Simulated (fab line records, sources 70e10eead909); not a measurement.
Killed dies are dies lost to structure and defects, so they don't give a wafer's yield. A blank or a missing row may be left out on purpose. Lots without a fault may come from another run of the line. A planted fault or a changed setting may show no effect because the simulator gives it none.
Chamber matching | flow nand_harc | NHARC_A_ZERO_WELL_DESCUM_12 on rie_diel-12: 4 sister chambers
The step chemistry O2, time 3 s. 20 wafers are shown with their chamber, then 10 later ones without.

WAFERS WITH THEIR CHAMBER
wafer  | chamber | oes_product_au (a.u.) | throttle_valve_pct (%) | rf_vpp_V (V)
L533.2 | 3       | 0.980                 | 11.321                 | 58.8
L533.5 | 0       | 0.995                 | 11.324                 | 57.6
L533.6 | 3       | 0.981                 | 11.311                 | 59.6
L534.1 | 3       | 0.985                 | 11.309                 | 57.1
L534.2 | 1       | 1.016                 | 11.320                 | 56.5
L534.3 | 0       | 1.002                 | 11.309                 | 56.3
L535.1 | 1       | 1.019                 | 11.316                 | 58.2
L535.4 | 2       | 0.994                 | 11.299                 | 58.2
L535.6 | 1       | 1.017                 | 11.300                 | 58.3
L541.1 | 1       | 1.023                 | 11.301                 | 58.9
L541.2 | 0       | 1.006                 | 11.326                 | 57.7
L541.6 | 1       | 1.025                 | 11.318                 | 57.2
L542.1 | 2       | 0.985                 | 11.317                 | 58.8
L542.2 | 3       | 0.995                 | 11.319                 | 58.3
L542.5 | 2       | 0.995                 | 11.303                 | 57.5
L547.2 | 0       | 0.994                 | 11.317                 | 57.9
L547.5 | 2       | 0.990                 | 11.309                 | 56.4
L547.6 | 1       | 1.003                 | 11.308                 | 58.9
L549.3 | 0       | 0.993                 | 11.319                 | 56.8
L549.4 | 2       | 0.981                 | 11.310                 | 57.5

SIGNATURES (means of the wafers above)
reading            | chamber 0 | chamber 1 | chamber 2 | chamber 3 | scatter within a chamber
oes_product_au     | 0.99800   | 1.01717   | 0.98900   | 0.98525   | 0.00668
throttle_valve_pct | 11.31900  | 11.31050  | 11.30760  | 11.31500  | 0.00732
rf_vpp_V           | 57.260    | 58.000    | 57.680    | 58.450    | 0.902
Rule: a wafer's distance from a chamber is the root of the sum, over the readings, of the square of ((its reading less the chamber's mean) divided by the reading's scatter). The wafer belongs to the nearest chamber; if the next one is less than 2 further off, it can't be placed. The scatter: the root of (the sum of the squares of (reading less its chamber's mean) over the shown wafers, divided by (wafers less chambers)).

WAFERS WITHOUT THEIR CHAMBER
wafer  | oes_product_au (a.u.) | throttle_valve_pct (%) | rf_vpp_V (V)
L549.5 | 1.007                 | 11.299                 | 57.2
L550.1 | 1.010                 | 11.328                 | 57.7
L550.5 | 1.014                 | 11.307                 | 58.0
L550.6 | 1.000                 | 11.307                 | 58.1
L551.1 | 1.000                 | 11.315                 | 57.9
L551.2 | 0.996                 | 11.311                 | 58.1
L551.3 | 0.989                 | 11.312                 | 56.9
L552.3 | 1.020                 | 11.313                 | 57.7
L552.4 | 1.008                 | 11.309                 | 57.1
L552.6 | 1.016                 | 11.302                 | 59.0

WHICH CHAMBER EACH WENT THROUGH
wafer  | from the rows above               | in truth
L549.5 | can't be placed: 1 or 2 or 0 or 3 | 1
L550.1 | can't be placed: 0 or 1 or 3 or 2 | 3
L550.5 | 1                                 | 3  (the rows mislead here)
L550.6 | can't be placed: 2 or 0 or 3 or 1 | 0
L551.1 | can't be placed: 0 or 2 or 3 or 1 | 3
L551.2 | can't be placed: 2 or 0 or 3 or 1 | 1
L551.3 | can't be placed: 2 or 0 or 3      | 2
L552.3 | 1                                 | 1
L552.4 | can't be placed: 1 or 0 or 2      | 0
L552.6 | 1                                 | 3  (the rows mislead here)
Placed correctly: 1 of 10. Can't be placed from these rows: 7 (the true chamber is among the candidates in 7). Placed wrongly: 2.
